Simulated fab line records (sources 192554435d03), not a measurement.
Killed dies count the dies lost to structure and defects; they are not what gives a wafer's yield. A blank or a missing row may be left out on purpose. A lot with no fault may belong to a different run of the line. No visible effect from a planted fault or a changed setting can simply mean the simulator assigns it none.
fab line records	flow n5Finfet
record: lots: 6	wafers: 18	lastDay: 18
route steps=1938 shown BEOL_M12@1630 PASSIVATION@1936
lots with no fault: from the same line, run without faults
startH: the number of hours between the record's first day and the start of the first shown wafer of the lot	waitH: hours elapsed since this lot's preceding step	" as in the row above	L1.1+2: one row covering several wafers at once	- value missing, or start not given	* or withheld: withheld	< > ~ a bound
route shown NAME@n: a module of which the file shows steps, and the number in the route of the first	usual: mean/standard deviation of fault-free wafers	same: alike in all rows	chamber/n: place in a boat	sites: per-site readings	_std_site: their standard deviation	_edge_site: the outer-site mean with the inner-site mean subtracted	radiusMm: how far each site lies from the wafer's centre	mask NAME#n: copy n	behind: tool/chamber where the wafer was last shaped	hold: the reason the lot was held/the length of the hold in hours/how it ended	device: whichever transistor did not switch (one of n, p or np)	end of line: tests of these same wafers at the route's end	where a step has no rows: the recipe by itself	killed: the dies lost at the first sort to structure and to defects; this is not the yield of the wafer	map: per-die view of a wafer (x killed, . not killed, _ where there is no die)
set.NAME: the run value of the setting; set.NAME@STEP: its run value at that earlier step	model.NAME: the simulator's own value behind a step, which no gauge read
lots seen at some steps along the route; tables by step, rows by wafer
services: a tool's chamber out of use, with start hour (startH, from the record's first day; less than 0 if before it), hours out, and reason
== steps ==
step: N5_BEOL_M12_DEVELOP_27
recipe: developTimeS: 45	rinseLiquid: diw	dry: airSpin	devTempC: 21
step: N5_BEOL_M12_HARDBAKE_32
recipe: tempC: 130	timeS: 120
step: N5_BEOL_M12_CD_MEAS_28
recipe: targetCdNm: 160.2	landingEnergyEv: 500	detector: seInlens	polarity: opening
usual: cdNm: 159.0/1.8
lot.wafer	tool	chamber	startH	waitH	cdNm
L871.1	cdSem-03	0	264.83	-	156.1
L871.2	"	0	"	"	158.2
L871.3	"	0	"	"	157.4
L876.3	cdSem-03	0	297.90	-	159.4
L876.4	"	0	"	"	158.8
L876.5	"	0	"	"	160.2
L881.1	cdSem-02	0	313.64	-	159.1
L881.2	"	0	"	"	159.1
L881.5	"	0	"	"	160.9
L883.1	cdSem-01	0	324.68	-	158.3
L883.3	"	0	"	"	158.6
L883.5	"	0	"	"	161.4
L890.4	cdSem-01	0	377.76	-	158.1
L890.5	"	0	"	"	159.8
L890.6	"	0	"	"	160.8
L892.2	cdSem-01	0	383.18	-	160.7
L892.5	"	0	"	"	159.2
L892.6	"	0	"	"	158.8
step: N5_BEOL_M12_OVL_MEAS_29
recipe: pointsPerWafer: 44
usual: M12_OVL: 5/5.5
same: pointsPerWafer: 44
lot.wafer	tool	chamber	startH	waitH	M12_OVL[nm]
L871.1	overlay-02	0	264.86	0.0	5
L871.2	"	0	"	"	4
L871.3	"	0	"	"	3
L876.3	overlay-02	0	297.93	0.0	10
L876.4	"	0	"	"	9
L876.5	"	0	"	"	3
L881.1	overlay-01	0	313.67	0.0	7
L881.2	"	0	"	"	1
L881.5	"	0	"	"	10
L883.1	overlay-02	0	324.71	0.0	5
L883.3	"	0	"	"	13
L883.5	"	0	"	"	7
L890.4	overlay-02	0	377.78	0.0	-3
L890.5	"	0	"	"	3
L890.6	"	0	"	"	-7
L892.2	overlay-02	0	383.21	0.0	6
L892.5	"	0	"	"	17
L892.6	"	0	"	"	11
step: N5_BEOL_M12_INSPECT_30
recipe: mode: adi	inspectInstrument: macro
usual: rawDefectCount: 2.1/1.5
lot.wafer	tool	chamber	startH	waitH	rawDefectCount
L871.1	defectInspect-01	-	264.88	0.0	4
L871.2	"	-	"	"	2
L871.3	"	-	"	"	3
L876.3	defectInspect-02	-	297.95	0.0	2
L876.4	"	-	"	"	2
L876.5	"	-	"	"	3
L881.1	defectInspect-01	-	313.70	0.0	1
L881.2	"	-	"	"	1
L881.5	"	-	"	"	1
L883.1	defectInspect-01	-	324.73	0.0	3
L883.3	"	-	"	"	2
L883.5	"	-	"	"	1
L890.4	defectInspect-02	-	377.81	0.0	3
L890.5	"	-	"	"	0
L890.6	"	-	"	"	2
L892.2	defectInspect-01	-	383.24	0.0	0
L892.5	"	-	"	"	2
L892.6	"	-	"	"	3
step: N5_BEOL_M12_DESCUM_33
recipe: chemistry: O2	timeS: 7.9	sourcePowerW: 50	biasPowerW: 20	pressureMtorr: 20	rfFrequencyHz: 2.712e+07	tempC: 40	o2FlowSccm: 225
usual: drypumpMotorCurrentA: 5.7/0.41	oesProductAu: 0.80/0.073	rfVppV: 243.1/1.4	showerheadPlenumPTorr: 2.08/0.072	throttleValvePct: 20.32/0.2
lot.wafer	tool	chamber	startH	waitH	drypumpMotorCurrentA	oesProductAu	rfHoursCounterH	rfVppV	showerheadPlenumPTorr	throttleValvePct
L871.1	rieDiel-04	2	264.94	0.1	6.0	0.69	219	242.1	2.08	20.29
L871.2	"	1	"	"	5.9	0.90	18	243.2	2.14	20.35
L871.3	"	3	"	"	5.2	0.79	118	241.8	2.01	20.51
L876.3	rieDiel-04	2	298.22	0.3	6.0	0.69	229	243.2	2.08	20.30
L876.4	"	3	"	"	5.1	0.78	127	241.9	2.01	20.53
L876.5	"	1	"	"	5.9	0.87	-	244.5	2.14	20.40
L881.1	rieDiel-06	1	313.73	0.0	6.3	0.81	71	245.6	2.22	20.43
L881.2	"	3	"	"	5.1	0.83	94	240.4	2.04	20.53
L881.5	"	3	"	"	5.0	0.84	-	242.1	2.04	20.54
L883.1	rieDiel-06	2	324.80	0.1	5.8	0.79	115	243.4	2.08	20.18
L883.3	"	1	"	"	6.3	0.81	76	246.6	2.22	20.42
L883.5	"	2	"	"	5.8	0.78	-	243.7	2.08	20.17
L890.4	rieDiel-04	0	377.84	0.0	6.0	0.73	192	242.4	1.98	20.18
L890.5	"	1	"	"	5.9	0.84	-	243.8	2.12	20.44
L890.6	"	0	"	"	5.9	0.72	-	242.7	1.97	20.18
L892.2	rieDiel-06	3	383.27	0.0	5.0	0.80	120	241.3	2.03	20.56
L892.5	"	3	"	"	5.1	0.81	-	242.2	2.03	20.59
L892.6	"	0	"	"	5.2	0.96	-	244.6	2.11	19.85
step: N5_BEOL_M12_ETCH_67
recipe: chemistry: CF4	target: SiARC	targetDepthA: 1430	timeS: 238.3	ionEnergyEv: 80	pressureMtorr: 40	sourceW: 545	biasW: 36	Ar_flow_sccm: 100	cf4FlowSccm: 100	ends: cleared
usual: cf4FlowSccm: 99.9/0.32	drypumpMotorCurrentA: 5.7/0.41	etchRfOnTimeS: 236/7.4	oesProductAu: 0.69/0.064	rfVppV: 183.9/1.2	showerheadPlenumPTorr: 2.13/0.062	throttleValvePct: 15.52/0.12
lot.wafer	tool	chamber	startH	waitH	cf4FlowSccm	drypumpMotorCurrentA	etchRfOnTimeS	oesProductAu	rfHoursCounterH	rfVppV	showerheadPlenumPTorr	throttleValvePct
L871.1	rieDiel-04	2	264.97	0.0	100.4	6.0	248	0.59	219	184.9	2.12	15.53
L871.2	"	1	"	"	100.1	5.8	238	0.76	18	184.5	2.18	15.46
L871.3	"	3	"	"	100.3	5.1	245	0.68	118	183.8	2.06	15.64
L876.3	rieDiel-04	2	298.25	0.0	99.3	6.0	245	0.58	229	183.7	2.12	15.55
L876.4	"	3	"	"	99.7	5.2	245	0.66	127	181.6	2.06	15.67
L876.5	"	1	"	"	99.4	5.8	233	0.75	-	183.7	2.18	15.47
L881.1	rieDiel-06	1	313.77	0.0	99.9	6.4	228	0.72	71	185.7	2.24	15.48
L881.2	"	3	"	"	100.0	5.1	245	0.68	94	181.6	2.08	15.67
L881.5	"	3	"	"	100.4	5.0	246	0.68	-	183.3	2.08	15.67
L883.1	rieDiel-06	2	324.83	0.0	99.9	5.8	221	0.70	115	186.0	2.16	15.57
L883.3	"	1	"	"	100.1	6.4	229	0.71	76	185.3	2.24	15.48
L883.5	"	2	"	"	99.8	5.8	221	0.70	-	184.8	2.16	15.57
L890.4	rieDiel-04	0	377.87	0.0	99.8	6.0	235	0.63	192	182.8	2.06	15.57
L890.5	"	1	"	"	100.1	5.8	233	0.71	-	184.6	2.17	15.54
L890.6	"	0	"	"	100.3	5.9	236	0.62	-	182.5	2.06	15.56
L892.2	rieDiel-06	3	383.31	0.0	99.7	5.0	245	0.66	120	182.4	2.07	15.73
L892.5	"	3	"	"	100.2	5.1	245	0.66	-	183.5	2.07	15.72
L892.6	"	0	"	"	99.6	5.2	223	0.82	-	184.2	2.19	15.14
step: N5_BEOL_M12_ETCH_68
recipe: chemistry: N2/H2	target: SOC	maskMaterial: SiARC	sourceW: 3000	biasW: 350	tempC: 40	timeS: 285	ionEnergyEv: 200	pressureMtorr: 30	n2FlowSccm: 200	h2FlowSccm: 200
usual: drypumpMotorCurrentA: 5.7/0.41	oesProductAu: 0.81/0.075	rfVppV: 523.3/2.4	showerheadPlenumPTorr: 2.53/0.084	throttleValvePct: 17.70/0.13
lot.wafer	tool	chamber	startH	waitH	drypumpMotorCurrentA	oesProductAu	rfHoursCounterH	rfVppV	showerheadPlenumPTorr	throttleValvePct
L871.1	rieDiel-04	2	265.12	0.1	6.0	0.69	219	523.3	2.52	17.59
L871.2	"	1	"	"	5.9	0.92	18	524.8	2.61	17.80
L871.3	"	3	"	"	5.1	0.80	118	522.0	2.45	17.82
L876.3	rieDiel-04	2	298.40	0.1	6.0	0.67	230	522.4	2.51	17.61
L876.4	"	3	"	"	5.2	0.79	127	522.1	2.45	17.83
L876.5	"	1	"	"	5.9	0.88	-	527.0	2.61	17.84
L881.1	rieDiel-06	1	313.91	0.1	6.4	0.82	71	527.7	2.69	17.68
L881.2	"	3	"	"	5.1	0.82	94	522.0	2.46	17.84
L881.5	"	3	"	"	5.0	0.82	-	521.2	2.46	17.85
L883.1	rieDiel-06	2	324.98	0.1	5.8	0.80	115	524.2	2.56	17.68
L883.3	"	1	"	"	6.4	0.82	76	527.3	2.69	17.69
L883.5	"	2	"	"	5.8	0.79	-	523.6	2.56	17.68
L890.4	rieDiel-04	0	378.02	0.1	6.0	0.73	192	520.8	2.43	17.67
L890.5	"	1	"	"	5.9	0.85	-	525.2	2.60	17.87
L890.6	"	0	"	"	6.0	0.73	-	521.4	2.43	17.67
L892.2	rieDiel-06	3	383.45	0.1	5.1	0.80	121	522.6	2.45	17.89
L892.5	"	3	"	"	5.1	0.79	-	520.2	2.45	17.88
L892.6	"	0	"	"	5.2	0.96	-	525.2	2.59	17.27
step: N5_BEOL_M12_STRIP_69
recipe: chemistry: N2/H2	tempC: 40	n2FlowSccm: 200	h2FlowSccm: 200	rfFrequencyHz: 6e+07
step: N5_BEOL_M12_TRENCH_ETCH_34
recipe: chemistry: C4F8/O2/Ar	target: SiOC	targetDepthA: 3189.5	maskMaterial: SOC	pressureMtorr: 30	sourceW: 3000	biasW: 700	Ar_flow_sccm: 400	C4F8_flow_sccm: 15	O2_flow_sccm: 8	heInnerTorr: 15	heOuterTorr: 30	timeS: 125.5	ionEnergyEv: 250
usual: drypumpMotorCurrentA: 5.7/0.41	oesProductAu: 0.81/0.074	rfVppV: 665.0/2.9	showerheadPlenumPTorr: 3.39/0.099	throttleValvePct: 24.07/0.21
lot.wafer	tool	chamber	startH	waitH	drypumpMotorCurrentA	oesProductAu	rfHoursCounterH	rfVppV	showerheadPlenumPTorr	throttleValvePct
L871.1	rieDiel-04	2	265.30	0.0	6.0	0.68	219	664.4	3.36	23.80
L871.2	"	1	"	"	5.9	0.91	18	666.6	3.50	24.24
L871.3	"	3	"	"	5.2	0.80	118	661.9	3.32	24.37
L876.3	rieDiel-04	2	298.58	0.0	6.0	0.68	230	664.8	3.36	23.83
L876.4	"	3	"	"	5.1	0.79	127	662.7	3.31	24.39
L876.5	"	1	"	"	5.8	0.88	-	667.2	3.50	24.25
L881.1	rieDiel-06	1	314.10	0.0	6.4	0.82	71	669.5	3.56	23.97
L881.2	"	3	"	"	5.0	0.81	94	662.7	3.31	24.21
L881.5	"	3	"	"	5.0	0.82	-	663.5	3.31	24.20
L883.1	rieDiel-06	2	325.16	0.0	5.8	0.79	115	665.3	3.44	24.09
L883.3	"	1	"	"	6.4	0.81	76	669.6	3.56	23.96
L883.5	"	2	"	"	5.8	0.79	-	666.3	3.44	24.11
L890.4	rieDiel-04	0	378.20	0.0	5.9	0.73	193	662.0	3.29	24.14
L890.5	"	1	"	"	5.8	0.84	-	666.5	3.48	24.29
L890.6	"	0	"	"	5.9	0.73	-	660.6	3.29	24.15
L892.2	rieDiel-06	3	383.63	0.0	5.1	0.79	121	662.8	3.29	24.24
L892.5	"	3	"	"	5.1	0.80	-	661.6	3.29	24.22
L892.6	"	0	"	"	5.2	0.96	-	666.7	3.50	23.83
step: N5_BEOL_M12_STRIP_70
recipe: chemistry: C4F8/O2/Ar	resist: SiARC	rfFrequencyHz: 6e+07
step: N5_BEOL_M12_OCD_MEAS_35
usual: trenchDepthNm: 320/7
lot.wafer	tool	chamber	startH	waitH	trenchDepthNm
L871.1	ocd-01	-	265.46	0.0	305
L871.2	"	-	"	"	332
L871.3	"	-	"	"	320
L876.3	ocd-02	-	298.74	0.0	310
L876.4	"	-	"	"	321
L876.5	"	-	"	"	332
L881.1	ocd-01	-	314.25	0.0	315
L881.2	"	-	"	"	326
L881.5	"	-	"	"	327
L883.1	ocd-01	-	325.31	0.0	325
L883.3	"	-	"	"	312
L883.5	"	-	"	"	322
L890.4	ocd-02	-	378.36	0.0	315
L890.5	"	-	"	"	333
L890.6	"	-	"	"	317
L892.2	ocd-02	-	383.79	0.0	326
L892.5	"	-	"	"	329
L892.6	"	-	"	"	330
step: N5_BEOL_M12_STRIP_37
recipe: chemistry: N2/H2	powerW: 1000	tempC: 250	h2Frac: 0.65	overashFraction: 0.3	pressureMtorr: withheld	n2FlowSccm: 1750	h2FlowSccm: 3250
usual: drypumpMotorCurrentA: 5.5/0.32	h2FlowSccm: 3248/9.3	heaterPowerW: 344/40	oesProductAu: 0.791/0.01
lot.wafer	tool	chamber	startH	waitH	drypumpMotorCurrentA	h2FlowSccm	heaterPowerW	oesProductAu	rfHoursCounterH
L871.1	plasmaAsher-02	0	265.50	0.0	5.8	3258	299	0.796	123
L871.2	"	1	"	"	4.9	3233	296	0.783	123
L871.3	"	0	"	"	5.8	3247	298	0.792	-
L876.3	plasmaAsher-01	1	298.79	0.1	5.4	3243	361	0.790	-
L876.4	"	0	"	"	5.7	3246	383	0.791	-
L876.5	"	1	"	"	5.4	3234	359	0.800	-
L881.1	plasmaAsher-01	0	314.29	0.0	5.6	3254	398	0.799	85
L881.2	"	1	"	"	5.4	2916	362	0.800	85
L881.5	"	1	"	"	5.5	2903	350	0.811	-
L883.1	plasmaAsher-01	0	325.35	0.0	5.7	3240	395	0.815	87
L883.3	"	1	"	"	5.4	2915	363	0.790	-
L883.5	"	1	"	"	5.5	2917	377	0.782	-
L890.4	plasmaAsher-02	0	378.42	0.1	5.8	3234	309	0.767	-
L890.5	"	0	"	"	5.8	3248	309	0.785	-
L890.6	"	1	"	"	4.9	3260	288	0.788	-
L892.2	plasmaAsher-02	0	383.83	0.0	5.8	3258	301	0.795	139
L892.5	"	0	"	"	5.8	3253	302	0.785	-
L892.6	"	1	"	"	4.9	3252	290	0.806	-
step: N5_BEOL_M12_ETCH_38
recipe: chemistry: CF4/N2	target: SiCN	targetDepthA: 687	taperDeg: 2	timeS: 73.4	ionEnergyEv: 150	maskMaterial: SiO2	pressureMtorr: 40	sourceW: 430	biasW: 70	Ar_flow_sccm: 100	cf4FlowSccm: 60	n2FlowSccm: 60
usual: cf4FlowSccm: 60.01/0.17	drypumpMotorCurrentA: 5.6/0.42	oesProductAu: 0.83/0.079	rfVppV: 382.0/1.8	showerheadPlenumPTorr: 2.19/0.068	throttleValvePct: 15.31/0.16
lot.wafer	tool	chamber	startH	waitH	cf4FlowSccm	drypumpMotorCurrentA	oesProductAu	rfHoursCounterH	rfVppV	showerheadPlenumPTorr	throttleValvePct
L871.1	rieDiel-01	0	266.23	-	59.92	5.2	0.79	108	385.8	2.30	15.36
L871.2	"	2	"	"	59.47	5.5	0.82	88	379.5	2.13	15.28
L871.3	"	1	"	"	59.95	5.3	0.95	6	380.1	2.16	15.31
L876.3	rieDiel-04	2	300.21	-	59.96	6.0	0.68	230	382.0	2.18	15.33
L876.4	"	0	"	"	60.17	6.0	0.75	162	379.0	2.13	15.34
L876.5	"	2	"	"	60.10	6.0	0.67	-	381.3	2.18	15.34
L881.1	rieDiel-04	0	315.40	-	59.90	6.0	0.75	168	380.3	2.13	15.34
L881.2	"	3	"	"	59.92	5.1	0.78	134	380.8	2.12	15.55
L881.5	"	0	"	"	59.99	5.9	0.75	-	382.2	2.13	15.35
L883.1	rieDiel-01	2	330.52	-	59.90	5.5	0.80	112	379.6	2.12	15.29
L883.3	"	3	"	"	59.88	6.2	0.91	39	380.9	2.15	15.07
L883.5	"	3	"	"	59.67	6.1	0.91	-	382.9	2.15	15.08
L890.4	rieDiel-04	3	378.48	-	59.81	5.1	0.76	159	380.3	2.11	15.61
L890.5	"	3	"	"	59.99	5.1	0.76	-	379.8	2.11	15.59
L890.6	"	2	"	"	60.09	6.0	0.96	-	380.9	2.17	14.93
L892.2	rieDiel-06	2	384.86	-	59.91	5.8	0.81	137	382.6	2.21	15.45
L892.5	"	3	"	"	59.92	5.0	0.77	-	380.0	2.13	15.54
L892.6	"	2	"	"	60.14	5.8	0.81	-	383.3	2.21	15.44
step: N5_PASSIVATION_PROBE_49
usual: defectLimitedYield: 91.1/1.4	killed_at_M0_to_M3: 34/9.7	killed_at_M4_up: 13/5.1	killedAtContacts: 14/6.3	killedAtFrontEnd: 40/11	killedAtOther: 3.5/2.7	killedDies: 105/16	killedOpen: 70/12	killedShort: 34/7.8	sort_bin_4_leakage: 0.02/0.13	sort_bin_5_function: 5.2/0.88	sort_bin_6_memory: 3.3/0.7	sort_bin_8_speed: 0.1/0.62	sortNPass: 1074/17	sortYieldPct: 91.0/1.5
same: grossDies: 1180	killedAtBackSide: 0
lot.wafer	tool	chamber	startH	waitH	defectLimitedYield[%]	killed_at_M0_to_M3	killed_at_M4_up	killedAtContacts	killedAtFrontEnd	killedAtOther	killedDies	killedOpen	killedShort	sort_bin_4_leakage[%]	sort_bin_5_function[%]	sort_bin_6_memory[%]	sort_bin_8_speed[%]	sortNPass	sortYieldPct[%]
L876.3	prober-01	-	335.96	0.1	91.4	25	17	11	48	1	102	63	31	0	4.1	4.0	0	1078	91.4
L876.4	prober-01	-	336.01	0.2	92.7	17	13	16	39	1	86	65	20	0	4.4	2.8	0	1094	92.7
L883.1	prober-02	-	368.70	0.0	91.7	25	12	20	37	4	98	60	38	0	5.6	2.5	0	1082	91.7
L883.3	prober-02	-	368.80	0.1	90.4	40	16	12	42	3	113	81	30	0	6.2	3.3	0	1067	90.4
L883.5	prober-02	-	368.90	0.2	92.1	22	6	16	46	3	93	59	33	0	4.3	3.2	0	1087	92.1
killed by level:class
L876.3 STI_FIN_REVEAL:geometricParticle:open=10 MOL_CONTACT_COAG:geometricParticle:open=9 BEOL_M0_SAQP:geometricParticle:short=9 GATE_CUT:geometricParticle:open=7 BEOL_M0_SAQP:geometricParticle:open=6 BEOL_M5:geometricParticle:open=6 DUMMY_GATE:geometricParticle:open=5 GATE_CUT:geometricParticle:short=5
L876.4 STI_FIN_REVEAL:geometricParticle:open=16 MOL_CONTACT_COAG:geometricParticle:open=11 BEOL_M0:geometricParticle:open=9 MOL_CONTACT_COAG:geometricParticle:short=5 GATE_CUT:geometricParticle:open=4 BEOL_M4:geometricParticle:open=4 BEOL_M5:geometricParticle:open=4 FIN_SAQP:geometricParticle:open=3
L883.1 MOL_CONTACT_COAG:geometricParticle:open=14 FIN_SAQP:geometricParticle:short=13 BEOL_M3:geometricParticle:open=10 MOL_CONTACT_COAG:geometricParticle:short=6 BEOL_M2:geometricParticle:open=5 FIN_SAQP:geometricParticle:open=4 DUMMY_GATE:geometricParticle:open=3 ILD0:geometricParticle:short=3
L883.3 BEOL_M2:geometricParticle:open=15 FIN_SAQP:geometricParticle:open=12 STI_FIN_REVEAL:geometricParticle:open=12 BEOL_M3:geometricParticle:open=9 MOL_CONTACT_COAG:geometricParticle:open=9 FIN_SAQP:geometricParticle:short=8 GATE_CUT:geometricParticle:short=4 BEOL_M0_SAQP:geometricParticle:open=4
L883.5 MOL_CONTACT_COAG:geometricParticle:open=14 FIN_SAQP:geometricParticle:short=13 STI_FIN_REVEAL:geometricParticle:open=8 FIN_SAQP:geometricParticle:open=7 BEOL_M2:geometricParticle:open=6 STI_FIN_REVEAL:geometricParticle:short=4 DUMMY_GATE:geometricParticle:open=4 BEOL_M1:geometricParticle:open=4
== services ==
tool	chamber	startH	hours	kind
rieDiel-06	-	256.88	0.1	repair
plasmaAsher-01	-	265.50	0.7	repair
rieDiel-01	-	284.58	0.4	repair
rieDiel-06	0	311.12	-	clean
rieDiel-06	0	311.12	-	consumableReplace:esc
rieDiel-06	0	311.12	-	consumableReplace:focusRing
rieDiel-06	0	311.12	22.7	scheduledDown
rieDiel-06	0	311.12	22.7	ventCycle
plasmaAsher-02	-	329.10	4.9	repair
rieDiel-01	2	337.34	4.5	repair
plasmaAsher-02	-	338.17	2.8	pm
rieDiel-04	2	353.14	-	clean
rieDiel-04	2	353.14	-	consumableReplace:focusRing
rieDiel-04	2	353.14	12.5	scheduledDown
rieDiel-04	2	353.14	12.5	ventCycle
== key ==
firstSign: step: N5_BEOL_M12_STRIP_37	reading: h2FlowSccm	direction: down	sigmas: 36	usual: 3248	struck: 2913
effect none on later readings
metAt N5_BEOL_M12_STRIP_37
struckWafers L881.2,L881.5,L883.3,L883.5
onsetBetween 298.79 314.29
fault: kind: processParameterDrift	tool: plasmaAsher-01	chamber: 1	onsetH: 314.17	steps: N5_BEOL_M12_STRIP_37	channel: h2FlowSccm	offset: -325	shape: step	endH: 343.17	actsIn: theseRecipesOnly	stated: 3250
